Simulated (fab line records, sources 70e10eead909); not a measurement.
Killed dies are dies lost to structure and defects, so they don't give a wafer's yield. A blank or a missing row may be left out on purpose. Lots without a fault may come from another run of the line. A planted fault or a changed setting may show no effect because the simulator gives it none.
Which tool did it? | flow nand_harc | 12 lots, 36 wafers sampled, at 1 step of a route of 1302

WHAT THE GAUGES READ, wafer by wafer
NHARC_P_ZERO_WELL_CD_MEAS_52: target cd 2000 nm.
lot  | measured     | on        | cd_nm (nm)
L075 | day 2 11:56  | cd_sem-01 | 2001.2 2002.3 1999.4
L077 | day 3 07:31  | cd_sem-02 | 1995.1 1998.9 1999.8
L079 | day 4 03:46  | cd_sem-03 | 2000.5 2002.4 1998.7
L081 | day 4 23:45  | cd_sem-01 | 1998.7 2003.8 2001.5
L083 | day 5 19:52  | cd_sem-03 | 1997.9 1999.2 1994.9
L085 | day 6 15:46  | cd_sem-02 | 2002.3 2002.7 2001.6
L087 | day 7 11:44  | cd_sem-02 | 1998.1 1996.9 2000.3
L089 | day 8 08:17  | cd_sem-02 | 2001.5 1997.5 1995.4
L091 | day 9 03:50  | cd_sem-02 | 2001.9 2004.9 2003.9
L093 | day 10 01:01 | cd_sem-01 | 2002.0 1993.8 1998.0
L095 | day 10 19:46 | cd_sem-02 | 1999.0 2000.0 1999.9
L097 | day 11 16:01 | cd_sem-03 | 2001.5 2003.5 2000.3

WHICH TOOL RAN EACH LOT (tool, then ch and the chambers of the sampled wafers, then the start)
The record holds no process step before these readings.

THE ANSWER, worked out from the rows above alone
Rule: what is usual is taken from the lots themselves. Put in order of their means at a reading, lots are off if they are a third of the lots or fewer, leave a main group of 4 or more, and stand apart from it by a gap of 3 or more times the standard deviation of the main group's means; of several such gaps the widest counts. A main group whose means are all the same, to the digits that the tables above print for the reading, isn't used. A lot without any number at a reading at which 4 lots or more have one is off too. The other lots that the step has rows for count as sound.
No lot is off at any reading shown: from this, nothing can be told.

WHAT THE SIMULATOR HAD PUT IN
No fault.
